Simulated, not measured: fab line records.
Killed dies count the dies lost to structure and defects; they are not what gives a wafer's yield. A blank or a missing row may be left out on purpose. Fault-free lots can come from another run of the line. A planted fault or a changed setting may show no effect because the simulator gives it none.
What tool caused it? | flow n5-finfet | 33 wafers from 11 lots sampled at 2 of the route's 1938 steps

== WHAT EACH GAUGE READ, for each wafer ==
N5_BEOL_M4_RC_MEAS_101.
lot  | measured     | on        | CJ_P
L267 | day 8 06:36  | prober-02 | 5.85 5.88 5.86
L268 | day 8 20:59  | prober-01 | 5.88 5.74 5.83
L269 | day 9 13:40  | prober-01 | 5.65 5.62 5.78
L270 | day 9 11:40  | prober-01 | 5.93 5.90 5.74
L271 | day 10 09:23 | prober-02 | 5.90 5.82 5.93
L272 | day 10 18:01 | prober-01 | 5.73 5.92 5.87
L279 | day 11 19:55 | prober-02 | 4.87 4.85 5.01
L280 | day 12 05:11 | prober-02 | 4.81 4.94 5.00
L284 | day 12 22:19 | prober-02 | 5.77 5.85 5.68
L285 | day 13 12:11 | prober-01 | 5.90 5.86 5.89
L287 | day 13 19:11 | prober-02 | 5.79 5.90 5.93

== TOOL THAT RAN EACH LOT (tool first, then ch and the chambers of the sampled wafers, then the start) ==
lot  | N5_WELL_APT_IMPLANT_15
L267 | implanter-01 ch 0, day 2 08:35
L268 | implanter-02 ch 0, day 2 14:14
L269 | implanter-01 ch 0, day 2 19:57
L270 | implanter-01 ch 0, day 3 02:14
L271 | implanter-02 ch 0, day 3 08:05
L272 | implanter-01 ch 0, day 3 14:25
L279 | implanter-02 ch 0, day 5 08:05
L280 | implanter-02 ch 0, day 5 14:17
L284 | implanter-01 ch 0, day 6 14:12
L285 | implanter-01 ch 0, day 6 20:25
L287 | implanter-01 ch 0, day 7 08:04
- N5_WELL_APT_IMPLANT_15

== THE ANSWER, worked out from the rows above alone ==
Rule: the usual values come from the lots themselves. Put in order of their means at a reading, lots are off if they are a third of the lots or fewer, leave a main group of 4 or more, and stand apart from it by a gap of 3 or more times the standard deviation of the main group's means; of several such gaps the widest counts. A main group is skipped when, at the precision printed for the reading in the tables above, its means are all equal. A lot without any number at a reading at which 4 lots or more have one is off too. Where the step has rows for the other lots, those lots are counted as sound.
Off: at N5_BEOL_M4_RC_MEAS_101 (CJ_P), L279, L280. For the main group the mean is 5.83 and the standard deviation 0.063.
A tool fits if, at a process step before that reading, it ran every lot that is off, and no sound lot after the first of them. The gauges at N5_BEOL_M4_RC_MEAS_101 are tried like those tools. One fits: N5_WELL_APT_IMPLANT_15 on implanter-02. A fault onset in the window from L271 (day 3 08:05, its last sound lot) to L279 (day 5 08:05, its first lot off) fits.

== WHAT THE SIMULATOR HAD INSERTED ==
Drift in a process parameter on implanter-02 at N5_WELL_APT_IMPLANT_15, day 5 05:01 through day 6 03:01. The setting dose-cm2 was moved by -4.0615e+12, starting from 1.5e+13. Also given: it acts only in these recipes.
Struck lots among those shown: L279, L280. The rule above found the same.
